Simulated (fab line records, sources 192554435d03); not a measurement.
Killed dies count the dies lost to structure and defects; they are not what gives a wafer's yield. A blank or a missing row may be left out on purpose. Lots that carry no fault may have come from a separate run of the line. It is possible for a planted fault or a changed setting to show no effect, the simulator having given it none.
fab line records	flow n5Finfet
[record] lots = 9	wafers = 27	lastDay = 17
route steps=1938 shown DUMMY_GATE@235 SPACER0@259 BEOL_M4@1111 PASSIVATION@1936
lots untouched by any fault: they come from a run of this same line in which no faults occurred
startH: start of the lot's first displayed wafer, in hours after the record's first day	waitH: time in hours since the lot's previous step	" as in the row above	L1.1+2: one row covering several wafers at once	- no value present, or no start provided	* or withheld: withheld	< > ~ a bound
route shown NAME@n: NAME is a module with steps in the file, n the number in the route of the first one	usual: average and standard deviation across the fault-free wafers	same: alike in all rows	chamber/n: place in a boat	sites: per-site readings	_std_site: standard deviation across them	_edge_site: mean of outer sites minus mean of inner sites	radiusMm: for every site, how far away it sits from the centre of the wafer	mask NAME#n: copy n	behind: tool/chamber where the wafer was last shaped	hold: why the lot was held/for how many hours/how that ended	device: the n, p or np transistor that did not switch	end of line: at the end of the route, the tests of the same wafers	a step given without rows: its recipe and nothing more	killed: dies that structure and defects cost at the first sort, which is not the same as the wafer's yield	map: a wafer's dies, x killed, . not, _ none there
set.NAME: the setting that was run; set.NAME@STEP: the one run at that earlier step	model.NAME: the simulator's own value behind a step, which no gauge read
steps of the route over a sample of lots; a table a step, a row a wafer
services: a tool's chamber out of use, with start hour (startH, from the record's first day; less than 0 if before it), hours out, and reason
[[steps]]
[step N5_DUMMY_GATE_ETCH_29]
[recipe] chemistry = N2/H2	target = underlayer	targetDepthA = 130	ionEnergyEv = 200	pressureMtorr = 30	sourceW = 840	biasW = 150	n2FlowSccm = 200	h2FlowSccm = 200
[usual] drypumpMotorCurrentA = 5.6/0.41	oesProductAu = 0.78/0.087	rfVppV = 523.2/1.9	showerheadPlenumPTorr = 2.52/0.07	throttleValvePct = 18.05/0.28
lot.wafer	tool	chamber	startH	waitH	drypumpMotorCurrentA	oesProductAu	rfHoursCounterH	rfVppV	showerheadPlenumPTorr	throttleValvePct
L350.3	rieDiel-04	0	45.08	0.0	5.9	0.75	144	523.8	2.56	18.23
L350.4	"	3	"	"	5.2	0.95	3	522.4	2.50	17.79
L350.6	"	0	"	"	5.9	0.75	-	524.1	2.56	18.23
L351.1	rieDiel-04	1	55.24	0.0	5.3	0.75	166	524.7	2.53	17.78
L351.3	"	3	"	"	5.2	0.93	7	521.1	2.50	17.79
L351.5	"	2	"	"	5.7	0.73	-	520.5	2.44	18.48
L352.1	rieDiel-03	3	61.47	0.0	6.4	0.98	11	524.2	2.64	18.39
L352.4	"	0	"	"	5.1	0.73	160	523.9	2.56	18.03
L352.6	"	0	"	"	5.1	0.73	-	524.2	2.56	18.01
L355.1	rieDiel-06	0	75.61	0.0	5.2	0.85	39	521.7	2.46	17.52
L355.4	"	2	"	"	6.0	0.72	189	523.7	2.52	17.90
L355.6	"	0	"	"	5.2	0.84	-	523.2	2.46	17.51
L357.3	rieDiel-06	0	92.40	0.0	5.2	0.83	43	523.2	2.46	17.52
L357.5	"	0	"	"	5.2	0.84	-	523.9	2.46	17.52
L357.6	"	3	"	"	6.2	0.93	-	525.7	2.60	17.79
L358.2	rieDiel-03	1	93.78	0.0	5.3	0.68	250	519.4	2.38	18.23
L358.4	"	2	"	"	5.3	0.68	228	522.7	2.53	17.98
L358.5	"	2	"	"	5.3	0.68	-	522.9	2.53	17.98
L366.1	rieDiel-04	1	145.38	0.0	5.2	0.73	193	523.6	2.52	17.81
L366.3	"	2	"	"	5.7	0.71	220	519.3	2.43	18.52
L366.6	"	3	"	"	5.2	0.87	-	522.8	2.49	17.83
L367.1	rieDiel-04	1	149.24	0.0	5.2	0.73	195	524.1	2.51	17.82
L367.2	"	0	"	"	5.9	0.73	177	523.1	2.55	18.28
L367.4	"	2	"	"	5.7	0.72	221	519.6	2.43	18.52
L370.3	rieDiel-06	3	166.72	0.0	6.2	0.89	29	526.0	2.60	17.81
L370.4	"	1	"	"	5.7	0.75	167	523.0	2.54	18.08
L370.6	"	0	"	"	5.2	0.81	-	521.5	2.45	17.55
[step N5_DUMMY_GATE_ETCH_32]
[recipe] chemistry = CF4	target = SiO2	targetDepthA = 35	timeS = 3.9	ionEnergyEv = 350	pressureMtorr = 10	icpW = 800	biasW = 400	cf4FlowSccm = 80
[usual] drypumpMotorCurrentA = 5.9/0.49	oesProductAu = 0.996/0.023	throttleValvePct = 21.8/0.31
lot.wafer	tool	chamber	startH	waitH	drypumpMotorCurrentA	oesProductAu	rfHoursCounterH	throttleValvePct
L350.3	rieSi-03	3	45.96	0.1	4.9	0.953	3	21.7
L350.4	"	2	"	"	6.1	1.022	81	22.4
L350.6	"	2	"	"	6.2	1.006	-	22.4
L351.1	rieSi-03	1	55.85	0.1	5.8	1.017	140	21.6
L351.3	"	3	"	"	5.0	0.958	3	21.7
L351.5	"	1	"	"	5.8	1.016	-	21.6
L352.1	rieSi-03	0	62.08	0.1	6.3	0.999	41	21.8
L352.4	"	1	"	"	5.8	1.015	140	21.6
L352.6	"	2	"	"	6.1	1.009	-	22.4
L355.1	rieSi-03	2	76.21	0.1	6.1	1.025	82	22.4
L355.4	"	1	"	"	5.8	1.009	140	21.6
L355.6	"	1	"	"	5.8	1.023	-	21.6
L357.3	rieSi-02	3	93.01	0.1	6.6	0.989	121	21.8
L357.5	"	0	"	"	5.5	1.044	-	21.5
L357.6	"	1	"	"	5.3	1.007	-	22.0
L358.2	rieSi-02	1	94.38	0.1	5.3	1.002	35	22.0
L358.4	"	0	"	"	5.5	1.025	30	21.5
L358.5	"	0	"	"	5.5	1.035	-	21.5
L366.1	rieSi-02	1	146.09	0.1	5.3	1.006	36	22.0
L366.3	"	2	"	"	6.0	0.980	56	21.5
L366.6	"	3	"	"	6.6	0.989	-	21.7
L367.1	rieSi-04	2	149.85	0.1	5.4	1.003	39	22.0
L367.2	"	0	"	"	6.3	0.999	167	22.0
L367.4	"	1	"	"	6.1	0.963	73	21.6
L370.3	rieSi-03	1	167.32	0.1	5.8	1.009	142	21.6
L370.4	"	0	"	"	6.4	0.990	43	21.8
L370.6	"	1	"	"	5.8	1.004	-	21.6
[step N5_DUMMY_GATE_ETCH_44]
[recipe] chemistry = HBr/O2	overEtchFrac = 0.7	targetDepthA = 1275	stopOn = SiO2	ionEnergyEv = 60	biasW = 20	target = poly-Si	maskMaterial = SiO2	pressureMtorr = 20	icpW = 400	HBr_flow_sccm = 120	O2_flow_sccm = 10
[usual] O2_flow_sccm = 9.998/0.03	drypumpMotorCurrentA = 5.9/0.49	oesProductAu = 0.726/0.011	throttleValvePct = 18.48/0.29
[same] overEtchFrac = 0.7
lot.wafer	tool	chamber	startH	waitH	O2_flow_sccm	drypumpMotorCurrentA	oesProductAu	rfHoursCounterH	throttleValvePct
L350.3	rieSi-03	3	46.05	0.0	10.012	5.0	0.741	3	18.04
L350.4	"	2	"	"	10.029	6.1	0.728	81	19.06
L350.6	"	2	"	"	10.069	6.1	0.725	-	19.05
L351.1	rieSi-03	1	55.93	0.0	10.028	5.8	0.731	140	18.29
L351.3	"	3	"	"	10.044	5.0	0.742	3	18.03
L351.5	"	1	"	"	10.019	5.8	0.710	-	18.29
L352.1	rieSi-03	0	62.17	0.0	9.987	6.4	0.739	41	18.42
L352.4	"	1	"	"	10.010	5.8	0.713	140	18.29
L352.6	"	2	"	"	10.005	6.1	0.740	-	19.03
L355.1	rieSi-03	2	76.30	0.0	10.005	6.2	0.726	82	19.03
L355.4	"	1	"	"	9.993	5.8	0.704	140	18.30
L355.6	"	1	"	"	9.975	5.8	0.706	-	18.30
L357.3	rieSi-02	3	93.10	0.0	10.006	6.6	0.711	121	18.52
L357.5	"	0	"	"	9.994	5.5	0.729	-	18.32
L357.6	"	1	"	"	10.024	5.3	0.712	-	18.70
L358.2	rieSi-02	1	94.47	0.0	9.993	5.3	0.742	35	18.71
L358.4	"	0	"	"	9.998	5.5	0.724	30	18.33
L358.5	"	0	"	"	9.978	5.5	0.733	-	18.32
L366.1	rieSi-02	1	146.18	0.0	9.987	5.3	0.739	36	18.72
L366.3	"	2	"	"	9.942	6.0	0.722	56	18.46
L366.6	"	3	"	"	9.989	6.6	0.711	-	18.53
L367.1	rieSi-04	2	149.94	0.0	9.999	5.3	0.719	39	18.81
L367.2	"	0	"	"	9.981	6.4	0.724	167	18.45
L367.4	"	1	"	"	9.959	6.1	0.752	73	18.40
L370.3	rieSi-03	1	167.41	0.0	9.941	5.9	0.722	142	18.30
L370.4	"	0	"	"	9.961	6.4	0.735	43	18.39
L370.6	"	1	"	"	9.993	5.8	0.723	-	18.30
[step N5_SPACER0_ALD_00]
[recipe] material = SiOCN	targetThkA = 35	tempC = 400	aldPrecursorFamily = alkyl-aminosilane	aldCoReactant = O2/N2-plasma	pulseTimeS = 3	purgeTimeS = 2	coReactantPurgeTimeS = 2	aldCycles = 58	pressureTorr = 2
[usual] aldCycles = 58/0	heaterPowerW = 848/120	precursorPulseHeightRel = 1.002/0.021
lot.wafer	tool	chamber	startH	waitH	aldCycles	heaterPowerW	precursorPulseHeightRel
L350.3	aldSin-04	1	46.68	0.1	58	929	0.995
L350.4	"	0	"	"	58	759	1.032
L350.6	"	0	"	"	58	719	0.985
L351.1	aldSin-02	2	56.53	0.1	58	881	1.023
L351.3	"	3	"	"	58	849	1.033
L351.5	"	2	"	"	58	864	1.020
L352.1	aldSin-02	3	63.84	0.1	58	867	0.990
L352.4	"	1	"	"	58	751	1.021
L352.6	"	1	"	"	58	739	1.031
L355.1	aldSin-02	3	76.89	0.1	58	853	0.992
L355.4	"	1	"	"	58	734	1.039
L355.6	"	2	"	"	58	842	0.980
L357.3	aldSin-02	0	94.66	0.1	58	729	1.006
L357.5	"	1	"	"	58	752	1.013
L357.6	"	2	"	"	58	878	1.003
L358.2	aldSin-04	1	95.30	0.1	58	897	0.955
L358.4	"	0	"	"	58	734	1.039
L358.5	"	1	"	"	58	902	1.002
L366.1	aldSin-02	2	146.79	0.1	70	872	0.991
L366.3	"	0	"	"	58	745	1.035
L366.6	"	2	"	"	70	859	0.998
L367.1	aldSin-04	2	150.53	0.1	58	944	0.974
L367.2	"	0	"	"	58	748	1.007
L367.4	"	3	"	"	58	782	1.009
L370.3	aldSin-02	1	168.00	0.1	58	740	1.010
L370.4	"	0	"	"	58	752	0.992
L370.6	"	1	"	"	70	764	1.020
[step N5_BEOL_M4_RC_MEAS_101]
[usual] DIBL_N = 36.0/2.5	DIBL_P = 36.2/3	IOFF_N = 0.16/0.044	IOFF_P = 0.21/0.049	ION_N = 671/15	ION_P = 461/8.7	REXT_N = 75.4/1.7	REXT_P = 100.4/2.3	SS_N = 71.5/0.72	SS_P = 73.4/0.9	VT_N = 251/4.4	VT_P = -250/4
lot.wafer	tool	chamber	startH	waitH	DIBL_N[mV/V]	DIBL_P[mV/V]	IOFF_N[nA/um]	IOFF_P[nA/um]	ION_N[uA/um]	ION_P[uA/um]	REXT_N[ohm.um]	REXT_P[ohm.um]	SS_N[mV/dec]	SS_P[mV/dec]	VT_N[mV]	VT_P[mV]
L350.3	prober-01	0	180.36	0.3	34.7	33.8	0.13	0.20	653	456	76.5	99.4	71.5	72.0	255	-250
L350.4	"	0	"	"	36.7	36.3	0.16	0.24	672	469	75.3	96.7	71.4	73.8	249	-243
L350.6	"	0	"	"	33.9	32.7	0.12	0.19	667	468	76.3	98.3	71.0	72.1	252	-246
L351.1	prober-02	0	189.25	0.6	34.6	36.4	0.13	0.19	652	449	79.5	100.0	71.9	73.2	254	-252
L351.3	"	0	"	"	33.6	35.3	0.13	0.17	660	452	77.6	99.1	71.7	73.2	253	-253
L351.5	"	0	"	"	33.5	35.5	0.13	0.18	652	447	79.5	99.3	72.0	73.0	254	-255
L352.1	prober-01	0	189.85	0.8	39.1	39.3	0.23	0.27	683	463	72.5	101.7	73.2	74.2	247	-246
L352.4	"	0	"	"	36.2	36.5	0.17	0.23	688	468	72.1	100.1	71.3	73.4	248	-248
L352.6	"	0	"	"	35.8	34.4	0.16	0.20	659	451	73.6	102.3	71.9	73.2	249	-248
L355.1	prober-02	0	215.26	0.0	41.4	41.8	0.26	0.29	697	466	72.6	101.8	72.5	75.0	245	-246
L355.4	"	0	"	"	38.8	39.1	0.19	0.24	673	457	72.6	99.9	73.0	74.2	247	-249
L355.6	"	0	"	"	39.2	39.7	0.20	0.24	690	468	73.4	101.6	72.9	75.1	248	-251
L358.2	prober-01	0	222.69	0.2	34.1	32.0	0.11	0.14	661	453	76.4	98.3	70.8	72.9	259	-259
L358.4	"	0	"	"	36.0	35.3	0.13	0.16	658	450	77.2	100.7	71.4	73.9	255	-258
L358.5	"	0	"	"	37.1	37.1	0.15	0.20	654	455	76.9	99.7	72.1	74.2	251	-254
L357.3	prober-02	0	223.87	0.3	37.0	36.6	0.16	0.20	669	457	73.4	101.8	72.0	73.2	254	-252
L357.5	"	0	"	"	36.0	35.6	0.14	0.19	663	460	74.8	99.9	71.0	72.6	255	-251
L357.6	"	0	"	"	39.7	40.1	0.21	0.26	700	473	74.6	101.3	72.0	74.0	246	-249
L366.1	prober-02	0	271.01	0.0	34.4	35.4	0.14	0.16	662	441	85.5	117.0	70.7	73.5	251	-259
L366.3	"	0	"	"	34.2	32.6	0.12	0.15	660	448	76.7	104.6	71.2	72.5	254	-254
L366.6	"	0	"	"	35.3	36.1	0.16	0.18	671	442	86.1	116.5	71.7	73.9	249	-258
L367.1	prober-02	0	301.68	0.0	36.5	36.2	0.14	0.20	670	456	75.6	101.8	71.0	73.2	250	-254
L367.2	"	0	"	"	40.5	40.6	0.22	0.27	674	460	76.0	101.4	72.4	74.5	246	-248
L367.4	"	0	"	"	36.9	37.0	0.14	0.22	665	464	75.0	97.6	71.9	74.0	253	-250
L370.3	prober-02	0	306.95	0.3	36.2	37.6	0.16	0.25	674	477	73.1	95.6	71.6	73.7	250	-247
L370.4	"	0	"	"	33.7	33.4	0.11	0.17	657	453	73.4	98.7	71.6	72.2	256	-254
L370.6	"	0	"	"	35.9	37.1	0.15	0.20	664	450	80.4	108.3	72.5	73.4	248	-253
[step N5_PASSIVATION_PROBE_49]
[usual] defectLimitedYield = 91.7/1.4	killed_at_M0_to_M3 = 31/11	killed_at_M4_up = 13/4.6	killedAtContacts = 13/6.7	killedAtFrontEnd = 39/9.6	killedAtOther = 3.5/2.8	killedDies = 98/16	killedOpen = 64/11	killedShort = 33/8.5	sort_bin_5_function = 4.9/0.96	sort_bin_6_memory = 3.1/0.59	sort_bin_8_speed = 0.2/1.3	sortNPass = 1080/23	sortYieldPct = 91.5/1.9
[same] grossDies = 1180	killedAtBackSide = 0	sort_bin_4_leakage[%] = 0
lot.wafer	tool	chamber	startH	waitH	defectLimitedYield[%]	killed_at_M0_to_M3	killed_at_M4_up	killedAtContacts	killedAtFrontEnd	killedAtOther	killedDies	killedOpen	killedShort	sort_bin_5_function[%]	sort_bin_6_memory[%]	sort_bin_8_speed[%]	sortNPass	sortYieldPct[%]
L355.1	prober-02	-	326.48	0.8	93.4	20	19	3	34	2	78	61	17	4.1	2.2	0	1102	93.4
L355.4	prober-02	-	326.63	0.9	93.1	30	15	7	25	4	81	50	31	4.4	2.3	0	1099	93.1
L355.6	prober-02	-	326.73	1.0	93.6	20	13	8	33	1	75	54	21	3.7	2.5	0	1105	93.6
L357.3	prober-02	-	337.86	0.1	90.2	34	13	10	58	1	116	71	36	5.6	3.2	0	1064	90.2
L357.5	prober-02	-	337.96	0.2	91.4	35	7	13	44	3	102	54	46	5.7	2.5	0	1078	91.4
L357.6	prober-02	-	338.01	0.3	92.1	31	4	7	50	1	93	50	37	4.5	2.5	0	1087	92.1
L366.1	prober-02	-	377.50	0.0	91.3	48	5	8	41	1	103	60	42	4.7	3.3	0.3	1074	91.0
L366.3	prober-02	-	377.60	0.1	92.5	27	5	3	44	10	89	56	33	4.7	2.4	0	1091	92.5
L366.6	prober-02	-	377.75	0.3	92.4	36	5	14	32	3	90	63	25	4.8	2.5	0	1090	92.4
// killed by level:class
L355.1 STI_FIN_REVEAL:geometricParticle:open=8 DUMMY_GATE:geometricParticle:open=8 BEOL_M2:geometricParticle:open=7 BEOL_M3:geometricParticle:open=7 BEOL_M4:geometricParticle:open=7 BEOL_M6:geometricParticle:open=5 FIN_SAQP:geometricParticle:short=3 GATE_CUT:geometricParticle:short=3
L355.4 BEOL_M1:geometricParticle:open=8 STI_FIN_REVEAL:geometricParticle:open=7 BEOL_M4:geometricParticle:open=7 BEOL_M0_SAQP:geometricParticle:short=6 MOL_CONTACT_COAG:geometricParticle:open=5 FIN_SAQP:geometricParticle:short=3 GATE_CUT:geometricParticle:short=3 GATE_CUT:geometricParticle:open=3
L355.6 STI_FIN_REVEAL:geometricParticle:open=13 MOL_CONTACT_COAG:geometricParticle:open=6 BEOL_M1:geometricParticle:open=5 BEOL_M4:geometricParticle:short=5 BEOL_M4:geometricParticle:open=5 DUMMY_GATE:geometricParticle:open=4 GATE_CUT:geometricParticle:short=4 BEOL_M0:geometricParticle:open=4
L357.3 FIN_SAQP:geometricParticle:open=14 FIN_SAQP:geometricParticle:short=8 MOL_CONTACT_COAG:geometricParticle:open=8 STI_FIN_REVEAL:geometricParticle:open=7 BEOL_M0_SAQP:geometricParticle:open=7 BEOL_M3:geometricParticle:open=7 BEOL_M4:geometricParticle:open=7 HKMG_FIN:areaEtch=7
L357.5 BEOL_M0_SAQP:geometricParticle:short=16 FIN_SAQP:geometricParticle:open=10 STI_FIN_REVEAL:geometricParticle:open=9 MOL_CONTACT_COAG:geometricParticle:open=9 FIN_SAQP:geometricParticle:short=7 BEOL_M0_SAQP:geometricParticle:open=7 BEOL_M4:geometricParticle:open=5 MOL_CONTACT_COAG:geometricParticle:short=4
L357.6 BEOL_M0_SAQP:geometricParticle:open=13 GATE_CUT:geometricParticle:short=9 FIN_SAQP:geometricParticle:short=7 FIN_SAQP:geometricParticle:open=6 STI_FIN_REVEAL:geometricParticle:open=6 HKMG_FIN:areaEtch=6 BEOL_M3:geometricParticle:open=5 MOL_CONTACT_COAG:geometricParticle:open=4
L366.1 BEOL_M0_SAQP:geometricParticle:short=12 BEOL_M1:geometricParticle:open=10 BEOL_M2:geometricParticle:open=9 MOL_CONTACT_COAG:geometricParticle:open=8 BEOL_M0_SAQP:geometricParticle:open=8 GATE_CUT:geometricParticle:short=7 STI_FIN_REVEAL:geometricParticle:open=5 STARTING-WAFER:geometricParticle:short=5
L366.3 GATE_CUT:geometricParticle:short=12 STI_FIN_REVEAL:geometricParticle:open=7 BEOL_M3:geometricParticle:open=6 BEOL_M0_SAQP:geometricParticle:short=6 FIN_SAQP:geometricParticle:open=5 DUMMY_GATE:geometricParticle:open=5 GATE_CUT:geometricParticle:open=5 PAD_METAL:geometricParticle:open=5
L366.6 MOL_CONTACT_COAG:geometricParticle:open=12 BEOL_M0_SAQP:geometricParticle:open=11 BEOL_M0_SAQP:geometricParticle:short=9 STI_FIN_REVEAL:geometricParticle:open=7 DUMMY_GATE:geometricParticle:open=5 BEOL_M1:geometricParticle:open=5 BEOL_M3:geometricParticle:open=5 FIN_SAQP:geometricParticle:open=4
[[services]]
tool	chamber	startH	hours	kind
rieDiel-06	3	26.09	-	clean
rieDiel-06	3	26.09	-	consumableReplace:focusRing
rieDiel-06	3	26.09	14.9	scheduledDown
rieDiel-06	3	26.09	14.9	ventCycle
aldSin-04	0	54.95	3.0	repair
rieSi-04	-	86.33	0.3	repair
rieDiel-06	-	86.87	0.4	repair
rieDiel-03	1	94.69	-	clean
rieDiel-03	1	94.69	-	consumableReplace:focusRing
rieDiel-03	1	94.69	-	consumableReplace:showerhead
rieDiel-03	1	94.69	23.9	scheduledDown
rieDiel-03	1	94.69	23.9	ventCycle
aldSin-02	-	100.09	5.0	repair
aldSin-04	-	112.23	14.6	pm
rieSi-02	0	119.99	15.0	repair
rieDiel-06	3	133.56	10.2	repair
rieDiel-03	1	146.18	2.5	repair
rieSi-04	-	153.37	1.1	repair
rieSi-04	-	154.56	2.8	pm
rieDiel-03	-	159.37	0.7	repair
rieDiel-03	2	161.15	-	clean
rieDiel-03	2	161.15	-	consumableReplace:focusRing
rieDiel-03	2	161.15	13.2	scheduledDown
rieDiel-03	2	161.15	13.2	ventCycle
[[key]]
[firstSign] step = N5_SPACER0_ALD_00	reading = aldCycles	direction = up	sigmas = 99+	usual = *	struck = *
[effect] step = N5_BEOL_M4_RC_MEAS_101	reading = REXT_P	direction = up	sigmas = 5.8	usual = 100.4	struck = 113.9
[effect] step = N5_BEOL_M4_RC_MEAS_101	reading = REXT_N	direction = up	sigmas = 5.2	usual = 75.4	struck = 84.0
metAt N5_SPACER0_ALD_00
struckLots L366,L370
struckWafers L366.1,L366.6,L370.6
notActingAt N5_DUMMY_GATE_ETCH_29,N5_DUMMY_GATE_ETCH_32,N5_DUMMY_GATE_ETCH_44
onsetBetween 94.66 146.79
[fault] kind = processParameterDrift	tool = aldSin-02	chamber = -	onsetH = 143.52	steps = N5_SPACER0_ALD_00	channel = aldCycles	offset = *	shape = step	endH = 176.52	scope = struckWafersOnly	actsIn = *	stated = *
